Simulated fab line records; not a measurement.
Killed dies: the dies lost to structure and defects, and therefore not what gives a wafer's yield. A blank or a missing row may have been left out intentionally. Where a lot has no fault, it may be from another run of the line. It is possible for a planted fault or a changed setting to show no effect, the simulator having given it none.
Chamber matching :: flow n5 finfet :: N5_HKMG_FIN_ETCH_86 on rie diel-05: 4 sister chambers
The step etches SOC in N2/H2, stops on TiN, target depth 393.2 nm. 4 wafers are shown with their chamber, then 8 later ones without.

## EACH WAFER AND ITS CHAMBER
wafer: L080.1
chamber: 3
showerhead plenum p Torr (Torr): 2.50

wafer: L080.4
chamber: 1
showerhead plenum p Torr (Torr): 2.54

wafer: L080.5
chamber: 2
showerhead plenum p Torr (Torr): 2.63

wafer: L086.1
chamber: 0
showerhead plenum p Torr (Torr): 2.52

## WAFERS MISSING THEIR CHAMBER
wafer: L086.2
showerhead plenum p Torr (Torr): 2.63

wafer: L086.4
showerhead plenum p Torr (Torr): 2.53

wafer: L090.1
showerhead plenum p Torr (Torr): 2.49

wafer: L090.3
showerhead plenum p Torr (Torr): 2.49

wafer: L090.4
showerhead plenum p Torr (Torr): 2.53

wafer: L092.1
showerhead plenum p Torr (Torr): 2.52

wafer: L092.2
showerhead plenum p Torr (Torr): 2.49

wafer: L092.4
showerhead plenum p Torr (Torr): 2.53

## WHICH CHAMBER EACH ONE RAN IN
wafer: L086.2
from the rows above: 2
in truth: 2

wafer: L086.4
from the rows above: can't be placed: 0 or 1
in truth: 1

wafer: L090.1
from the rows above: 3
in truth: 3

wafer: L090.3
from the rows above: 3
in truth: 3

wafer: L090.4
from the rows above: can't be placed: 0 or 1
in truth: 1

wafer: L092.1
from the rows above: 0
in truth: 0

wafer: L092.2
from the rows above: 3
in truth: 3

wafer: L092.4
from the rows above: can't be placed: 0 or 1
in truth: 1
Correctly placed: 5 of 8. Can't be placed from these rows: 3 (the true chamber is among the candidates in 3). Placed wrongly: 0.
How it was worked out, from the rows above alone: a wafer's distance from a chamber is the root of the sum, over the readings, of the square of ((its reading less the chamber's mean) divided by the reading's scatter). If the next closest chamber is less than 2 further off than the closest, the wafer can't be placed; otherwise it belongs to the closest. The mean given for a chamber averages the wafers shown for that chamber. The scatter: root of mean squared gap, hidden wafer to nearest shown wafer, with one shown wafer a chamber.
